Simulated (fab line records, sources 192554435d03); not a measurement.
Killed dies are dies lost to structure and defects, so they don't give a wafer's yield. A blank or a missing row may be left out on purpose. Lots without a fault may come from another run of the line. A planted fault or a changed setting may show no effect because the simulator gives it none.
Which tool did it? | flow n5_finfet | 24 lots, 72 wafers sampled, at 3 steps of a route of 1938

WHAT THE GAUGES READ, wafer by wafer
N5_BEOL_M10_CD_MEAS_18: pitch 140 nm, target cd 70 nm. Usual: cd_nm 69.8 nm, standard deviation 0.75.
lot  | measured     | on        | cd_nm (nm)     | flag
L074 | day 10 19:34 | cd_sem-01 | 69.0 68.3 69.1 |
L075 | day 10 22:34 | cd_sem-01 | 69.4 70.2 70.3 |
L076 | day 11 14:06 | cd_sem-03 | 70.7 70.2 69.9 |
L077 | day 11 14:16 | cd_sem-02 | 69.6 69.7 69.6 |
L078 | day 11 17:50 | cd_sem-02 | 69.2 70.1 69.7 |
L081 | day 12 03:26 | cd_sem-01 | 68.5 69.0 68.9 |
L082 | day 12 14:26 | cd_sem-02 | 69.4 69.2 69.5 |
L080 | day 12 17:37 | cd_sem-03 | 68.7 69.9 69.1 |
L079 | day 12 17:51 | cd_sem-02 | 69.8 70.2 71.2 |
L084 | day 12 20:58 | cd_sem-02 | 69.4 67.9 71.0 |
L083 | day 13 06:03 | cd_sem-01 | 69.3 68.4 69.8 |
L086 | day 13 09:35 | cd_sem-02 | 68.2 68.4 68.3 |
L085 | day 13 14:03 | cd_sem-01 | 69.9 69.3 69.1 |
L090 | day 13 22:35 | cd_sem-03 | 69.6 70.1 69.9 |
L087 | day 14 05:29 | cd_sem-01 | 70.5 70.9 69.1 |
L088 | day 14 09:21 | cd_sem-03 | 71.2 70.5 70.7 |
L089 | day 14 14:19 | cd_sem-02 | 69.9 69.7 70.9 |
L092 | day 15 03:53 | cd_sem-03 | 70.6 69.6 69.9 |
L091 | day 15 04:26 | cd_sem-02 | 70.4 70.2 71.0 |
L093 | day 15 05:22 | cd_sem-02 | 69.8 70.4 70.6 |
L094 | day 15 18:31 | cd_sem-02 | 68.9 69.8 70.4 |
L095 | day 16 07:08 | cd_sem-01 | 69.0 69.3 70.5 |
L097 | day 16 09:15 | cd_sem-03 | 69.5 69.4 70.1 |
L096 | day 16 09:46 | cd_sem-03 | 69.9 70.2 69.5 |

N5_BEOL_M10_OCD_MEAS_38. Usual: trench_depth_nm 149 nm, standard deviation 3.1.
lot  | measured     | on     | trench_depth_nm (nm) | flag
L074 | day 10 23:28 | ocd-01 | 151 152 146          |
L075 | day 10 23:38 | ocd-01 | 152 149 152          |
L076 | day 11 16:49 | ocd-02 | 151 151 151          |
L077 | day 11 17:04 | ocd-01 | 150 145 149          |
L078 | day 11 19:52 | ocd-01 | 149 144 149          |
L081 | day 12 04:31 | ocd-02 | 150 150 149          |
L082 | day 12 15:56 | ocd-02 | 151 145 148          |
L080 | day 12 19:44 | ocd-01 | 145 151 154          |
L079 | day 12 19:22 | ocd-02 | 146 147 153          |
L084 | day 12 23:26 | ocd-01 | 149 145 145          |
L083 | day 13 07:01 | ocd-02 | 151 150 148          |
L086 | day 13 12:40 | ocd-01 | 144 151 151          |
L085 | day 13 15:41 | ocd-01 | 151 149 145          |
L090 | day 13 23:41 | ocd-02 | 144 149 150          |
L087 | day 14 07:19 | ocd-01 | 150 144 154          |
L088 | day 14 10:32 | ocd-01 | 150 145 152          |
L089 | day 14 19:08 | ocd-02 | 143 149 142          |
L092 | day 15 04:53 | ocd-02 | 144 144 151          |
L091 | day 15 07:06 | ocd-01 | 150 152 146          |
L093 | day 15 07:11 | ocd-02 | 148 152 152          |
L094 | day 15 19:55 | ocd-02 | 146 146 143          |
L095 | day 16 10:54 | ocd-02 | 150 151 149          |
L097 | day 16 11:22 | ocd-02 | 148 152 150          |
L096 | day 16 11:35 | ocd-01 | 143 147 144          |

WHICH TOOL RAN EACH LOT (tool, then ch and the chambers of the sampled wafers, then the start)
lot  | N5_BEOL_M10_ETCH_61
L074 | rie_diel-05 ch 1,2, day 10 19:09
L075 | rie_diel-01 ch 0,2, day 10 22:08
L076 | rie_diel-05 ch 0,1,3, day 11 13:40
L077 | rie_diel-02 ch 0,1, day 11 13:50
L078 | rie_diel-05 ch 0,3, day 11 17:25
L081 | rie_diel-01 ch 0,1,3, day 12 03:01
L082 | rie_diel-05 ch 2,3, day 12 13:55
L080 | rie_diel-01 ch 0,2,3, day 12 17:08
L079 | rie_diel-05 ch 1,2,3, day 12 17:26
L084 | rie_diel-01 ch 1,2,3, day 12 20:32
L083 | rie_diel-05 ch 0,2,3, day 13 05:38
L086 | rie_diel-02 ch 0,3, day 13 09:07
L085 | rie_diel-01 ch 0,1,3, day 13 13:38
L090 | rie_diel-01 ch 0,1, day 13 22:10
L087 | rie_diel-01 ch 0,1,2, day 14 05:00
L088 | rie_diel-02 ch 1,2, day 14 08:49
L089 | rie_diel-01 ch 0,1,2, day 14 13:53
L092 | rie_diel-01 ch 0,1,3, day 15 03:27
L091 | rie_diel-02 ch 1, day 15 03:32
L093 | rie_diel-02 ch 1,2,3, day 15 04:50
L094 | rie_diel-05 ch 0,1,3, day 15 18:02
L095 | rie_diel-01 ch 0,1,3, day 16 06:44
L097 | rie_diel-02 ch 0,1,2, day 16 08:44
L096 | rie_diel-05 ch 0,1,2, day 16 09:17
- N5_BEOL_M10_ETCH_61: etches SiARC in CF4, target depth 39 nm, time 65 s.

WHAT THE TOOLS THEMSELVES READ (means of the sampled wafers that have a number; where no wafer has one, the mark that the record gives instead)
N5_BEOL_M10_ETCH_61. Usual: drypump_motor_current_A 6.0 A, standard deviation 0.59; etch_rf_on_time_s 65.1 s, standard deviation 1.6; oes_product_au 0.68 a.u., standard deviation 0.084; rf_vpp_V 184.4 V, standard deviation 1.2; showerhead_plenum_p_Torr 2.17 Torr, standard deviation 0.076; throttle_valve_pct 15.53 %, standard deviation 0.22.
lot  | tool        | drypump_motor_current_A (A) | etch_rf_on_time_s (s) | oes_product_au (a.u.) | rf_vpp_V (V) | showerhead_plenum_p_Torr (Torr) | throttle_valve_pct (%) | flag
L074 | rie_diel-05 | 6.2                         | 66.7                  | 0.59                  | 184.2        | 2.14                            | 15.51                  |
L075 | rie_diel-01 | 6.2                         | 66.2                  | 0.60                  | 184.1        | 2.11                            | 15.74                  |
L076 | rie_diel-05 | 6.1                         | 64.2                  | 0.75                  | 184.5        | 2.19                            | 15.37                  |
L077 | rie_diel-02 | 6.3                         | 65.1                  | 0.64                  | 184.5        | 2.23                            | 15.40                  |
L078 | rie_diel-05 | 6.0                         | 64.0                  | 0.83                  | 184.9        | 2.25                            | 15.32                  |
L081 | rie_diel-01 | 6.0                         | 65.4                  | 0.66                  | 184.1        | 2.16                            | 15.60                  |
L082 | rie_diel-05 | 6.0                         | 64.3                  | 0.74                  | 185.0        | 2.26                            | 15.44                  |
L080 | rie_diel-01 | 5.6                         | 65.5                  | 0.63                  | 183.0        | 2.08                            | 15.65                  |
L079 | rie_diel-05 | 6.1                         | 65.6                  | 0.66                  | 184.6        | 2.19                            | 15.49                  |
L084 | rie_diel-01 | 5.4                         | 64.5                  | 0.65                  | 184.2        | 2.12                            | 15.58                  |
L083 | rie_diel-05 | 5.8                         | 65.0                  | 0.73                  | 186.0        | 2.22                            | 15.56                  |
L086 | rie_diel-02 | 6.1                         | 64.7                  | 0.68                  | 185.3        | 2.25                            | 15.64                  |
L085 | rie_diel-01 | 6.0                         | 64.3                  | 0.65                  | 184.5        | 2.15                            | 15.63                  |
L090 | rie_diel-01 | 6.6                         | 66.4                  | 0.62                  | 184.1        | 2.16                            | 15.77                  |
L087 | rie_diel-01 | 6.0                         | 65.9                  | 0.61                  | 184.6        | 2.13                            | 15.72                  |
L088 | rie_diel-02 | 6.2                         | 65.5                  | 0.69                  | 185.6        | 2.22                            | 15.43                  |
L089 | rie_diel-01 | 6.0                         | 65.1                  | 0.61                  | 184.1        | 2.13                            | 15.74                  |
L092 | rie_diel-01 | 6.0                         | 65.2                  | 0.64                  | 184.7        | 2.15                            | 15.66                  |
L091 | rie_diel-02 | 6.5                         | 64.5                  | 0.71                  | 185.3        | 2.26                            | 15.37                  |
L093 | rie_diel-02 | 6.0                         | 64.6                  | 0.70                  | 185.1        | 2.22                            | 15.57                  |
L094 | rie_diel-05 | 6.1                         | 65.3                  | 0.76                  | 184.6        | 2.18                            | 15.27                  |
L095 | rie_diel-01 | 6.0                         | 65.3                  | 0.63                  | 183.7        | 2.14                            | 15.68                  |
L097 | rie_diel-02 | 6.1                         | 65.7                  | 0.71                  | 185.2        | 2.19                            | 15.33                  |
L096 | rie_diel-05 | 5.9                         | 64.6                  | 0.79                  | 184.4        | 2.15                            | 15.33                  |

THE ANSWER, worked out from the rows above alone
Rule: a lot is off if the mean of its wafers that have a number lies more than 3 standard deviations from the usual mean. A lot without any number at a reading at which 4 lots or more have one is off too. The other lots that the step has rows for count as sound. The gauges are gone through in route order, then the tools' own readings, and for those a lot's mean is taken as printed above. The first step at which some lot is off is used, and at that step the reading that is off furthest; a lot without a number counts as furthest.
No lot is off at any reading shown: from this, nothing can be told.

WHAT THE SIMULATOR HAD PUT IN
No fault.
